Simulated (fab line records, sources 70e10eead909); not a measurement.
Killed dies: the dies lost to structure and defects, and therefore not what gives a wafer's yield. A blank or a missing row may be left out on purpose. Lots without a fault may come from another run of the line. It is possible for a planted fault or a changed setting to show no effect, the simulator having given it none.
The tool behind it: which one? + flow nand_harc + Sampling: 24 lots, 72 wafers, 6 of 1302 route steps

== WHAT THE GAUGES SHOWED, per wafer ==
The record lacks any reading of a measuring or inspecting step that a usual standard deviation could be used to judge.

== WHAT TOOL EACH LOT RAN ON (gives the tool, then ch and the chambers of the sampled wafers, and finally the start) ==
| lot  | NHARC_A_CHANNEL_HOLE_D1_ETCH_39               | NHARC_A_CHANNEL_HOLE_D1_ETCH_24  | NHARC_A_CHANNEL_FILL_D1_ALD_15                 | NHARC_A_CHANNEL_FILL_D1_ALD_16   | NHARC_A_CHANNEL_FILL_D1_ETCHBACK_20 | NHARC_A_CHANNEL_FILL_D1_STRIP_29   |
|------|-----------------------------------------------|----------------------------------|------------------------------------------------|----------------------------------|-------------------------------------|------------------------------------|
| L074 | rie_diel-03 ch 1,2,3, day 8 11:18 or earlier  | har_etch-01 ch 0,1, day 8 11:18  | ald_sin_batch-03 ch 0, day 9 03:51 or earlier  | ald_hk-03 ch 2,3, day 9 03:51    | rie_diel-05 ch 0,2, day 9 17:53     | rie_diel-02 ch 0,1,3, day 10 11:53 |
| L075 | rie_diel-03 ch 0,1,3, day 8 15:51 or earlier  | har_etch-02 ch 1, day 8 15:51    | ald_sin_batch-03 ch 0, day 9 07:32             | ald_hk-03 ch 1,2,3, day 9 09:37  | rie_diel-05 ch 0,2, day 9 21:35     | rie_diel-02 ch 0,1, day 10 18:52   |
| L076 | rie_diel-03 ch 0,3, day 9 11:56               | har_etch-01 ch 0,1, day 9 16:59  | ald_sin_batch-02 ch 0, day 10 10:19 or earlier | ald_hk-01 ch 1,2,3, day 10 10:19 | rie_diel-10 ch 1,2,3, day 10 22:04  | rie_diel-10 ch 0,1,2, no start     |
| L077 | rie_diel-03 ch 1,2, day 9 21:25 or earlier    | har_etch-01 ch 0,1, day 9 21:25  | ald_sin_batch-01 ch 0, day 10 15:04 or earlier | ald_hk-01 ch 0,1,2, day 10 15:04 | rie_diel-05 ch 0,1, day 11 02:56    | rie_diel-05 ch 0,1,2, day 11 20:34 |
| L078 | rie_diel-03 ch 0,2,3, day 10 05:03 or earlier | har_etch-01 ch 0,1, day 10 05:03 | ald_sin_batch-03 ch 0, day 10 22:21 or earlier | ald_hk-02 ch 0,1,2, day 10 22:21 | rie_diel-02 ch 0,1,3, day 11 10:32  | rie_diel-10 ch 1,2,3, no start     |
| L079 | rie_diel-03 ch 0,2, day 10 09:53 or earlier   | har_etch-02 ch 0,1, day 10 09:53 | ald_sin_batch-01 ch 0, day 11 02:03 or earlier | ald_hk-03 ch 0,1,2, day 11 02:03 | rie_diel-10 ch 1,2, day 11 16:22    | rie_diel-10 ch 1,2,3, no start     |
| L081 | rie_diel-03 ch 1,2,3, day 11 09:46 or earlier | har_etch-02 ch 0, day 11 09:46   | ald_sin_batch-02 ch 0, day 12 02:39 or earlier | ald_hk-02 ch 0,2, day 12 02:39   | rie_diel-10 ch 0,2,3, day 12 14:20  | rie_diel-02 ch 0,2,3, no start     |
| L080 | rie_diel-03 ch 1,2,3, day 11 11:50 or earlier | har_etch-01 ch 0,1, day 11 11:50 | ald_sin_batch-02 ch 0, day 12 02:19 or earlier | ald_hk-02 ch 1,2, day 12 02:19   | rie_diel-02 ch 0,1, day 12 14:20    | rie_diel-05 ch 0,1,2, day 13 08:21 |
| L082 | rie_diel-03 ch 0,2,3, day 12 09:43 or earlier | har_etch-02 ch 0, day 12 09:43   | ald_sin_batch-03 ch 0, day 13 04:54 or earlier | ald_hk-02 ch 1,2,3, day 13 04:54 | rie_diel-10 ch 0,1, day 13 18:40    | rie_diel-05 ch 0,1,2, day 14 13:26 |
| L083 | rie_diel-03 ch 2,3, day 12 15:03 or earlier   | har_etch-01 ch 0,1, day 12 15:03 | ald_sin_batch-01 ch 0, day 13 08:47 or earlier | ald_hk-03 ch 0,3, day 13 08:47   | rie_diel-02 ch 1,2, day 13 18:40    | rie_diel-10 ch 0,1, no start       |
| L084 | rie_diel-09 ch 1,2, day 13 04:09 or earlier   | har_etch-01 ch 0,1, day 13 04:09 | ald_sin_batch-01 ch 0, day 13 19:55 or earlier | ald_hk-02 ch 2,3, day 13 19:55   | rie_diel-10 ch 0,3, day 14 09:08    | rie_diel-05 ch 1,2, no start       |
| L085 | rie_diel-01 ch 1,2, day 13 04:10 or earlier   | har_etch-02 ch 0,1, day 13 04:10 | ald_sin_batch-01 ch 0, day 13 20:05 or earlier | ald_hk-02 ch 2,3, day 13 20:05   | rie_diel-05 ch 1,2, day 14 09:11    | rie_diel-02 ch 0,1,3, no start     |
| L086 | rie_diel-01 ch 2,3, day 13 17:47 or earlier   | har_etch-01 ch 0,1, day 13 17:47 | ald_sin_batch-03 ch 0, day 14 11:25 or earlier | ald_hk-02 ch 1,2, day 14 11:25   | rie_diel-05 ch 0,1,3, day 14 23:22  | rie_diel-10 ch 0,2,3, no start     |
| L087 | rie_diel-09 ch 0,1,3, day 13 23:02 or earlier | har_etch-02 ch 0,1, day 13 23:02 | ald_sin_batch-02 ch 0, day 14 16:44 or earlier | ald_hk-02 ch 0,1,3, day 14 16:44 | rie_diel-05 ch 1,2,3, day 15 04:44  | rie_diel-05 ch 0,1,2, no start     |
| L089 | rie_diel-03 ch 0,2,3, day 14 21:45 or earlier | har_etch-01 ch 0,1, day 14 21:45 | ald_sin_batch-03 ch 0, day 15 14:44 or earlier | ald_hk-03 ch 0,3, day 15 14:44   | rie_diel-05 ch 0,1, day 16 02:42    | rie_diel-10 ch 0,1,2, no start     |
| L088 | rie_diel-03 ch 1,2, day 14 21:35 or earlier   | har_etch-02 ch 0,1, day 14 21:35 | ald_sin_batch-03 ch 0, day 15 14:54 or earlier | ald_hk-03 ch 1,2,3, day 15 14:54 | rie_diel-10 ch 0,3, day 16 02:42    | rie_diel-05 ch 0,3, no start       |
| L090 | rie_diel-03 ch 0,1,2, day 15 12:14 or earlier | har_etch-01 ch 0,1, day 15 12:14 | ald_sin_batch-03 ch 0, day 16 04:14 or earlier | ald_hk-02 ch 0,1,2, day 16 04:14 | rie_diel-10 ch 0,2,3, day 16 16:23  | rie_diel-10 ch 0,2,3, no start     |
| L091 | rie_diel-03 ch 0,1,2, day 15 15:40 or earlier | har_etch-02 ch 0,1, day 15 15:40 | ald_sin_batch-01 ch 0, day 16 07:53            | ald_hk-03 ch 0,2,3, day 16 11:17 | rie_diel-02 ch 0,2,3, day 16 23:31  | rie_diel-05 ch 0,1,2, no start     |
| L092 | rie_diel-03 ch 1,2, day 16 01:43 or earlier   | har_etch-02 ch 0,1, day 16 01:43 | ald_sin_batch-02 ch 0, day 16 19:02            | ald_hk-03 ch 0,2,3, day 16 21:39 | rie_diel-02 ch 0,1,2, day 17 09:46  | rie_diel-02 ch 0,2,3, no start     |
| L093 | rie_diel-01 ch 0,2, day 16 11:54 or earlier   | har_etch-01 ch 0,1, day 16 11:54 | ald_sin_batch-01 ch 0, day 17 08:28 or earlier | ald_hk-02 ch 0,1,2, day 17 08:28 | rie_diel-10 ch 0,1,3, day 17 20:27  | rie_diel-05 ch 0,2,3, no start     |
| L094 | rie_diel-03 ch 0,1, day 17 03:04 or earlier   | har_etch-01 ch 0,1, day 17 03:04 | ald_sin_batch-01 ch 0, day 17 18:07            | ald_hk-02 ch 0,3, day 17 20:13   | rie_diel-05 ch 1,2,3, day 18 08:05  | rie_diel-05 ch 0,1,2, no start     |
| L095 | rie_diel-09 ch 0,2,3, day 17 15:23 or earlier | har_etch-01 ch 0,1, day 17 15:23 | ald_sin_batch-02 ch 0, day 18 05:32            | ald_hk-03 ch 1,2,3, day 18 07:36 | rie_diel-02 ch 0,2,3, day 18 19:37  | rie_diel-02 ch 0,1,2, no start     |
| L096 | rie_diel-03 ch 1,2,3, day 17 23:42 or earlier | har_etch-01 ch 0, day 17 23:42   | ald_sin_batch-01 ch 0, day 18 16:13 or earlier | ald_hk-03 ch 1,2, day 18 16:13   | rie_diel-10 ch 0,1,2, day 19 04:10  | rie_diel-10 ch 0,3, no start       |
| L097 | rie_diel-03 ch 0,3, day 18 17:26 or earlier   | har_etch-01 ch 0,1, day 18 17:26 | ald_sin_batch-01 ch 0, day 19 09:29 or earlier | ald_hk-03 ch 0,1, day 19 09:29   | rie_diel-05 ch 0,2,3, day 20 00:20  | rie_diel-10 ch 1,3, no start       |
- NHARC_A_CHANNEL_HOLE_D1_ETCH_39: etches the open film in N2/H2, target depth 260 nm, time 325 s.
- NHARC_A_CHANNEL_HOLE_D1_ETCH_24: etches the open film in C4F8/O2/Ar, time 906.2 s, target depth 1500 nm.
- NHARC_A_CHANNEL_FILL_D1_ALD_15: deposits SiNx, target thk 2 nm, pulse time 60 s, ald cycles 19.
- NHARC_A_CHANNEL_FILL_D1_ALD_16: deposits SiO2, target thk 1.5 nm, pulse time 10 s, ald cycles 15.
- NHARC_A_CHANNEL_FILL_D1_ETCHBACK_20: etches the open film in C4F8/O2/Ar, target depth 27 nm, time 13.5 s.
- NHARC_A_CHANNEL_FILL_D1_STRIP_29: strips in O2, time 20 s.

== AS READ BY THE TOOLS THEMSELVES (means over the sampled wafers that have a number; for cases with no such wafer, the mark the record gives instead) ==
NHARC_A_CHANNEL_HOLE_D1_ETCH_39. Usual: drypump_motor_current_A 5.69 A, standard deviation 0.24; h2_flow_sccm 149.9 sccm, standard deviation 0.43; oes_product_au 1.002 a.u., standard deviation 0.0075; rf_vpp_V 430.9 V, standard deviation 2.6; showerhead_plenum_p_Torr 2.05 Torr, standard deviation 0.088; throttle_valve_pct 14.171 %, standard deviation 0.0099.
| lot  | tool        | drypump_motor_current_A (A) | h2_flow_sccm (sccm) | oes_product_au (a.u.) | rf_vpp_V (V) | showerhead_plenum_p_Torr (Torr) | throttle_valve_pct (%) | flag |
|------|-------------|-----------------------------|---------------------|-----------------------|--------------|---------------------------------|------------------------|------|
| L074 | rie_diel-03 | 5.73                        | 149.8               | 1.008                 | 431.0        | 2.04                            | 14.182                 |      |
| L075 | rie_diel-03 | 5.60                        | 149.9               | 1.003                 | 430.4        | 2.05                            | 14.170                 |      |
| L076 | rie_diel-03 | 5.67                        | 149.9               | 1.007                 | 432.4        | 2.12                            | 14.171                 |      |
| L077 | rie_diel-03 | 5.83                        | 149.6               | 1.005                 | 431.0        | 2.08                            | 14.163                 |      |
| L078 | rie_diel-03 | 5.76                        | 150.2               | 1.005                 | 432.5        | 2.11                            | 14.170                 |      |
| L079 | rie_diel-03 | 5.77                        | 150.3               | 0.999                 | 434.2        | 2.16                            | 14.171                 |      |
| L081 | rie_diel-03 | 5.70                        | 149.5               | 1.012                 | 430.4        | 2.03                            | 14.181                 |      |
| L080 | rie_diel-03 | 5.71                        | 149.8               | 1.007                 | 430.6        | 2.03                            | 14.168                 |      |
| L082 | rie_diel-03 | 5.74                        | 150.0               | 1.009                 | 431.9        | 2.10                            | 14.168                 |      |
| L083 | rie_diel-03 | 5.72                        | 150.1               | 0.994                 | 431.2        | 2.05                            | 14.170                 |      |
| L084 | rie_diel-09 | 5.95                        | 149.8               | 1.002                 | 429.9        | 2.03                            | 14.175                 |      |
| L085 | rie_diel-01 | 5.19                        | 150.3               | 1.000                 | 430.4        | 2.04                            | 14.162                 |      |
| L086 | rie_diel-01 | 5.49                        | 149.8               | 1.002                 | 427.1        | 1.93                            | 14.181                 |      |
| L087 | rie_diel-09 | 5.89                        | 149.6               | 0.993                 | 429.8        | 2.00                            | 14.161                 |      |
| L089 | rie_diel-03 | 5.76                        | 150.3               | 1.000                 | 432.6        | 2.10                            | 14.175                 |      |
| L088 | rie_diel-03 | 5.68                        | 150.6               | 1.002                 | 429.3        | 2.01                            | 14.171                 |      |
| L090 | rie_diel-03 | 5.72                        | 150.1               | 1.001                 | 432.4        | 2.08                            | 14.167                 |      |
| L091 | rie_diel-03 | 5.73                        | 150.3               | 1.006                 | 432.3        | 2.08                            | 14.169                 |      |
| L092 | rie_diel-03 | 5.84                        | 150.1               | 1.001                 | 431.1        | 2.07                            | 14.171                 |      |
| L093 | rie_diel-01 | 5.82                        | 149.7               | 0.988                 | 427.9        | 1.95                            | 14.158                 |      |
| L094 | rie_diel-03 | 5.60                        | 150.0               | 1.004                 | 432.3        | 2.10                            | 14.167                 |      |
| L095 | rie_diel-09 | 5.76                        | 149.7               | 1.003                 | 430.7        | 2.03                            | 14.166                 |      |
| L096 | rie_diel-03 | 5.71                        | 150.1               | 1.007                 | 430.7        | 2.03                            | 14.171                 |      |
| L097 | rie_diel-03 | 5.64                        | 150.0               | 1.004                 | 432.2        | 2.11                            | 14.178                 |      |

NHARC_A_CHANNEL_HOLE_D1_ETCH_24. Usual: drypump_motor_current_A 5.96 A, standard deviation 0.24; showerhead_plenum_p_Torr 3.60 Torr, standard deviation 0.12; throttle_valve_pct 32.234 %, standard deviation 0.0085.
| lot  | tool        | drypump_motor_current_A (A) | showerhead_plenum_p_Torr (Torr) | throttle_valve_pct (%) | flag |
|------|-------------|-----------------------------|---------------------------------|------------------------|------|
| L074 | har_etch-01 | 5.84                        | 3.62                            | 32.231                 |      |
| L075 | har_etch-02 | 6.49                        | 3.43                            | 32.234                 |      |
| L076 | har_etch-01 | 5.86                        | 3.61                            | 32.239                 |      |
| L077 | har_etch-01 | 5.86                        | 3.61                            | 32.236                 |      |
| L078 | har_etch-01 | 5.84                        | 3.61                            | 32.223                 |      |
| L079 | har_etch-02 | 6.30                        | 3.53                            | 32.238                 |      |
| L081 | har_etch-02 | 5.87                        | 3.74                            | 32.231                 |      |
| L080 | har_etch-01 | 5.85                        | 3.65                            | 32.228                 |      |
| L082 | har_etch-02 | 5.89                        | 3.73                            | 32.227                 |      |
| L083 | har_etch-01 | 5.86                        | 3.59                            | 32.241                 |      |
| L084 | har_etch-01 | 5.84                        | 3.64                            | 32.228                 |      |
| L085 | har_etch-02 | 6.29                        | 3.51                            | 32.236                 |      |
| L086 | har_etch-01 | 5.85                        | 3.58                            | 32.239                 |      |
| L087 | har_etch-02 | 6.09                        | 3.61                            | 32.235                 |      |
| L089 | har_etch-01 | 5.85                        | 3.62                            | 32.228                 |      |
| L088 | har_etch-02 | 6.08                        | 3.61                            | 32.230                 |      |
| L090 | har_etch-01 | 5.85                        | 3.57                            | 32.235                 |      |
| L091 | har_etch-02 | 6.08                        | 3.60                            | 32.238                 |      |
| L092 | har_etch-02 | 6.32                        | 3.49                            | 32.245                 |      |
| L093 | har_etch-01 | 5.85                        | 3.56                            | 32.238                 |      |
| L094 | har_etch-01 | 5.86                        | 3.56                            | 32.241                 |      |
| L095 | har_etch-01 | 5.83                        | 3.60                            | 32.234                 |      |
| L096 | har_etch-01 | 5.82                        | 3.66                            | 32.233                 |      |
| L097 | har_etch-01 | 5.84                        | 3.54                            | 32.237                 |      |

NHARC_A_CHANNEL_FILL_D1_ALD_15. Usual: precursor_pulse_height_rel at 0.998, with a standard deviation of 0.021.
| lot  | tool             | precursor_pulse_height_rel | flag |
|------|------------------|----------------------------|------|
| L074 | ald_sin_batch-03 | 0.991                      |      |
| L075 | ald_sin_batch-03 | 1.010                      |      |
| L076 | ald_sin_batch-02 | 1.006                      |      |
| L077 | ald_sin_batch-01 | 0.978                      |      |
| L078 | ald_sin_batch-03 | 1.004                      |      |
| L079 | ald_sin_batch-01 | 0.996                      |      |
| L081 | ald_sin_batch-02 | 0.998                      |      |
| L080 | ald_sin_batch-02 | 0.999                      |      |
| L082 | ald_sin_batch-03 | 1.012                      |      |
| L083 | ald_sin_batch-01 | 1.017                      |      |
| L084 | ald_sin_batch-01 | 0.999                      |      |
| L085 | ald_sin_batch-01 | 0.987                      |      |
| L086 | ald_sin_batch-03 | 0.993                      |      |
| L087 | ald_sin_batch-02 | 0.998                      |      |
| L089 | ald_sin_batch-03 | 0.993                      |      |
| L088 | ald_sin_batch-03 | 1.011                      |      |
| L090 | ald_sin_batch-03 | 0.986                      |      |
| L091 | ald_sin_batch-01 | 0.997                      |      |
| L092 | ald_sin_batch-02 | 1.011                      |      |
| L093 | ald_sin_batch-01 | 0.993                      |      |
| L094 | ald_sin_batch-01 | 0.975                      |      |
| L095 | ald_sin_batch-02 | 1.007                      |      |
| L096 | ald_sin_batch-01 | 1.000                      |      |
| L097 | ald_sin_batch-01 | 1.008                      |      |

NHARC_A_CHANNEL_FILL_D1_ALD_16. Usual: heater_power_w 463 W, standard deviation 52; precursor_pulse_height_rel 1.000, standard deviation 0.02.
| lot  | tool      | heater_power_w (W) | precursor_pulse_height_rel | flag |
|------|-----------|--------------------|----------------------------|------|
| L074 | ald_hk-03 | 457                | 0.993                      |      |
| L075 | ald_hk-03 | 422                | 0.995                      |      |
| L076 | ald_hk-01 | 480                | 1.005                      |      |
| L077 | ald_hk-01 | 534                | 1.011                      |      |
| L078 | ald_hk-02 | 497                | 0.986                      |      |
| L079 | ald_hk-03 | 419                | 1.002                      |      |
| L081 | ald_hk-02 | 483                | 1.004                      |      |
| L080 | ald_hk-02 | 460                | 1.001                      |      |
| L082 | ald_hk-02 | 448                | 1.028                      |      |
| L083 | ald_hk-03 | 463                | 1.013                      |      |
| L084 | ald_hk-02 | 440                | 0.976                      |      |
| L085 | ald_hk-02 | 442                | 1.004                      |      |
| L086 | ald_hk-02 | 461                | 1.000                      |      |
| L087 | ald_hk-02 | 486                | 1.003                      |      |
| L089 | ald_hk-03 | 485                | 0.980                      |      |
| L088 | ald_hk-03 | 438                | 1.000                      |      |
| L090 | ald_hk-02 | 503                | 0.988                      |      |
| L091 | ald_hk-03 | 451                | 0.975                      |      |
| L092 | ald_hk-03 | 444                | 0.994                      |      |
| L093 | ald_hk-02 | 505                | 1.014                      |      |
| L094 | ald_hk-02 | 466                | 0.995                      |      |
| L095 | ald_hk-03 | 426                | 0.999                      |      |
| L096 | ald_hk-03 | 396                | 1.014                      |      |
| L097 | ald_hk-03 | 434                | 1.004                      |      |

NHARC_A_CHANNEL_FILL_D1_ETCHBACK_20. Usual: oes_product_au 0.96 a.u., standard deviation 0.036; rf_vpp_V 980 V, standard deviation 4.9.
| lot  | tool        | oes_product_au (a.u.) | rf_vpp_V (V) | flag |
|------|-------------|-----------------------|--------------|------|
| L074 | rie_diel-05 | 0.92                  | 984          |      |
| L075 | rie_diel-05 | 0.93                  | 985          |      |
| L076 | rie_diel-10 | 0.99                  | 976          |      |
| L077 | rie_diel-05 | 1.00                  | 983          |      |
| L078 | rie_diel-02 | 0.92                  | 985          |      |
| L079 | rie_diel-10 | 1.00                  | 972          |      |
| L081 | rie_diel-10 | 0.97                  | 975          |      |
| L080 | rie_diel-02 | 0.98                  | 981          |      |
| L082 | rie_diel-10 | 1.00                  | 975          |      |
| L083 | rie_diel-02 | 1.00                  | 985          |      |
| L084 | rie_diel-10 | 0.99                  | 978          |      |
| L085 | rie_diel-05 | 1.00                  | 982          |      |
| L086 | rie_diel-05 | 0.95                  | 982          |      |
| L087 | rie_diel-05 | 0.92                  | 981          |      |
| L089 | rie_diel-05 | 0.93                  | 981          |      |
| L088 | rie_diel-10 | 0.93                  | 977          |      |
| L090 | rie_diel-10 | 0.92                  | 976          |      |
| L091 | rie_diel-02 | 0.92                  | 982          |      |
| L092 | rie_diel-02 | 0.92                  | 982          |      |
| L093 | rie_diel-10 | 0.92                  | 976          |      |
| L094 | rie_diel-05 | 1.00                  | 980          |      |
| L095 | rie_diel-02 | 0.92                  | 983          |      |
| L096 | rie_diel-10 | 1.01                  | 973          |      |
| L097 | rie_diel-05 | 1.00                  | 983          |      |

NHARC_A_CHANNEL_FILL_D1_STRIP_29. Usual: drypump_motor_current_A 5.7 A, standard deviation 0.34; oes_product_au 0.999 a.u., standard deviation 0.0071; rf_vpp_V 57.9 V, standard deviation 0.81; showerhead_plenum_p_Torr 3.57 Torr, standard deviation 0.12; throttle_valve_pct 17.035 %, standard deviation 0.0097.
| lot  | tool        | drypump_motor_current_A (A) | oes_product_au (a.u.) | rf_vpp_V (V) | showerhead_plenum_p_Torr (Torr) | throttle_valve_pct (%) | flag |
|------|-------------|-----------------------------|-----------------------|--------------|---------------------------------|------------------------|------|
| L074 | rie_diel-02 | 5.7                         | 1.001                 | 58.7         | 3.68                            | 17.037                 |      |
| L075 | rie_diel-02 | 5.3                         | 0.998                 | 57.7         | 3.67                            | 17.024                 |      |
| L076 | rie_diel-10 | 5.9                         | 0.998                 | 57.0         | 3.41                            | 17.039                 |      |
| L077 | rie_diel-05 | 5.6                         | 0.997                 | 58.2         | 3.63                            | 17.035                 |      |
| L078 | rie_diel-10 | 5.9                         | 0.996                 | 58.7         | 3.46                            | 17.033                 |      |
| L079 | rie_diel-10 | 5.9                         | 0.996                 | 57.6         | 3.46                            | 17.039                 |      |
| L081 | rie_diel-02 | 6.2                         | 1.003                 | 58.0         | 3.64                            | 17.038                 |      |
| L080 | rie_diel-05 | 5.6                         | 1.002                 | 58.6         | 3.63                            | 17.034                 |      |
| L082 | rie_diel-05 | 5.6                         | 1.003                 | 57.6         | 3.63                            | 17.038                 |      |
| L083 | rie_diel-10 | 5.8                         | 1.008                 | 57.3         | 3.44                            | 17.048                 |      |
| L084 | rie_diel-05 | 5.5                         | 0.998                 | 57.7         | 3.58                            | 17.038                 |      |
| L085 | rie_diel-02 | 5.7                         | 0.999                 | 58.2         | 3.67                            | 17.039                 |      |
| L086 | rie_diel-10 | 5.8                         | 0.995                 | 57.3         | 3.46                            | 17.039                 |      |
| L087 | rie_diel-05 | 5.6                         | 1.002                 | 57.8         | 3.62                            | 17.029                 |      |
| L089 | rie_diel-10 | 5.9                         | 0.998                 | 56.5         | 3.40                            | 17.047                 |      |
| L088 | rie_diel-05 | 5.6                         | 0.999                 | 57.9         | 3.63                            | 17.036                 |      |
| L090 | rie_diel-10 | 5.8                         | 0.997                 | 58.0         | 3.46                            | 17.036                 |      |
| L091 | rie_diel-05 | 5.6                         | 0.998                 | 58.2         | 3.62                            | 17.028                 |      |
| L092 | rie_diel-02 | 6.2                         | 1.000                 | 57.8         | 3.64                            | 17.038                 |      |
| L093 | rie_diel-05 | 5.5                         | 1.007                 | 58.0         | 3.64                            | 17.037                 |      |
| L094 | rie_diel-05 | 5.6                         | 1.003                 | 58.5         | 3.62                            | 17.030                 |      |
| L095 | rie_diel-02 | 5.8                         | 0.998                 | 57.4         | 3.62                            | 17.030                 |      |
| L096 | rie_diel-10 | 5.6                         | 0.999                 | 57.5         | 3.50                            | 17.033                 |      |
| L097 | rie_diel-10 | 5.7                         | 0.999                 | 57.8         | 3.55                            | 17.028                 |      |

== THE ANSWER, worked out from the rows above alone ==
Rule: a lot is off if the mean of its wafers that have a number lies more than 3 standard deviations from the usual mean. Also off: a lot with no number at a reading for which 4 or more lots have one. Where the step has rows for the other lots, those lots are counted as sound. After the gauges, taken in route order, come the tools' own readings; for these a lot's mean is taken, as printed above. At the first step where some lot is off, the reading lying furthest off is the one used; lots without a number count as furthest.
None of the lots is off at any reading shown; this tells nothing.

== WHAT THE SIMULATOR HAD PUT IN ==
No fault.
